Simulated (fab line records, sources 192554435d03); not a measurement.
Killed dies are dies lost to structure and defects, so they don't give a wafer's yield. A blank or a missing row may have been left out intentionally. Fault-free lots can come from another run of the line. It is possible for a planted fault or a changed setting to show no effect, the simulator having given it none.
Which tool is to blame? + flow n5-finfet + 12 lots with 36 wafers sampled at 3 steps, on a route of 1938 steps

WHAT THE GAUGES READ, wafer by wafer
N5_BEOL_M8_INSPECT_13: inspects for defects (brightfield).
| lot  | measured     | on                | raw-defect-count |
|------|--------------|-------------------|------------------|
| L074 | day 10 13:45 | defect-inspect-01 | 241 359 316      |
| L077 | day 11 08:05 | defect-inspect-01 | 370 338 323      |
| L078 | day 11 13:59 | defect-inspect-02 | 483 438 562      |
| L082 | day 12 02:28 | defect-inspect-02 | 522 404 400      |
| L083 | day 13 03:40 | defect-inspect-02 | 425 576 461      |
| L085 | day 14 03:57 | defect-inspect-01 | 371 311 354      |
| L087 | day 14 08:38 | defect-inspect-02 | 389 374 303      |
| L089 | day 15 11:16 | defect-inspect-02 | 391 435 405      |
| L094 | day 16 09:25 | defect-inspect-02 | 413 393 492      |
| L093 | day 16 20:04 | defect-inspect-01 | 429 341 355      |
| L095 | day 16 23:33 | defect-inspect-02 | 456 338 375      |
| L096 | day 17 18:46 | defect-inspect-02 | 519 546 491      |

EACH LOT AND THE TOOL THAT RAN IT (in order: tool; ch and the chambers of the sampled wafers; start)
| lot  | N5_BEOL_M7_ALD_77                   | N5_BEOL_M7_SURFACE_TREAT_79  |
|------|-------------------------------------|------------------------------|
| L074 | ald-metal-03 ch 1,2, day 10 07:17   | pvd-sputter-03, day 10 07:36 |
| L077 | ald-metal-01 ch 0,2,3, day 11 03:52 | pvd-sputter-03, day 11 04:12 |
| L078 | ald-metal-03 ch 0,2,3, day 11 11:08 | pvd-sputter-01, day 11 11:31 |
| L082 | ald-metal-01 ch 1,2,3, day 11 21:53 | pvd-sputter-01, day 11 22:14 |
| L083 | ald-metal-01 ch 1,2,3, day 12 22:38 | pvd-sputter-02, day 12 22:59 |
| L085 | ald-metal-04 ch 0,1,3, day 13 23:58 | pvd-sputter-01, day 14 00:16 |
| L087 | ald-metal-03 ch 2,3, day 14 04:10   | pvd-sputter-01, day 14 04:53 |
| L089 | ald-metal-04 ch 0,1,3, day 15 07:53 | pvd-sputter-03, day 15 08:11 |
| L094 | ald-metal-01 ch 1,2,3, day 16 03:20 | pvd-sputter-01, day 16 03:43 |
| L093 | ald-metal-03 ch 2,3, day 16 13:17   | pvd-sputter-02, day 16 14:00 |
| L095 | ald-metal-01 ch 0,2,3, day 16 20:23 | pvd-sputter-01, day 16 20:56 |
| L096 | ald-metal-01 ch 0,2,3, day 17 12:16 | pvd-sputter-03, day 17 13:55 |
- N5_BEOL_M7_ALD_77: deposits TaN, target thk 2 nm, pulse time 2 s, purge time 3 s.
- N5_BEOL_M7_SURFACE_TREAT_79

THE ANSWER, worked out from the rows above alone
Rule: what is usual is taken from the lots themselves. The widest of any qualifying gaps counts: lots, ordered by their means at a reading, are off when they make up no more than a third of the lots, leave a main group of 4 or more, and stand apart from it by 3 or more times the standard deviation of that group's means. Not used: any main group whose means are identical at the precision the tables above print for the reading. Also off: a lot with no number at a reading for which 4 or more lots have one. Where the step has rows for the other lots, those lots are counted as sound.
Across all readings shown, no lot is off: no conclusion can be drawn from this.

WHAT THE SIMULATOR HAD PUT IN
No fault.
